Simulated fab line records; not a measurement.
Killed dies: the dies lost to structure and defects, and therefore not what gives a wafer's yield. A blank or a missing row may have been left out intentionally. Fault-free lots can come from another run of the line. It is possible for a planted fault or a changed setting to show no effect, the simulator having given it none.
Matching of chambers -- flow nand harc -- NHARC_A_STAIRCASE_DESCUM_219 on rie diel-09: 4 sister chambers
The step chemistry O2, time 3 s. 8 wafers are shown with their chamber, then 7 later ones without.

WAFERS, EACH WITH ITS CHAMBER
wafer,chamber,drypump motor current A (A),showerhead plenum p Torr (Torr)
L074.3,3,5.4,1.87
L074.6,2,6.2,1.98
L077.1,3,5.3,1.87
L078.4,2,6.2,1.98
L087.1,0,6.0,2.04
L087.6,1,5.9,1.84
L093.1,0,6.0,2.03
L093.3,1,5.9,1.83

WAFERS WITHOUT THEIR CHAMBER
wafer,drypump motor current A (A),showerhead plenum p Torr (Torr)
L093.6,5.4,1.85
L095.2,6.2,1.96
L095.3,6.0,2.03
L095.5,6.0,2.03
L097.2,5.9,1.83
L097.4,6.0,2.03
L097.6,6.0,2.03

WHICH CHAMBER EACH ONE RAN IN
wafer,from the rows above,in truth
L093.6,3,3
L095.2,2,2
L095.3,0,0
L095.5,0,0
L097.2,1,1
L097.4,0,0
L097.6,0,0
Correctly placed: 7 of 7. Can't be placed from these rows: 0. 0 placed wrongly.
How it was worked out, from the rows above alone: a wafer's distance from a chamber is the root of the sum, over the readings, of the square of ((its reading less the chamber's mean) divided by the reading's scatter). The wafer belongs to the nearest chamber; if the next one is less than 2 further off, it can't be placed. Each chamber's mean is taken over the wafers shown for it. The scatter: the root of (the sum of the squares of (reading less its chamber's mean) over the shown wafers, divided by (wafers less chambers)).
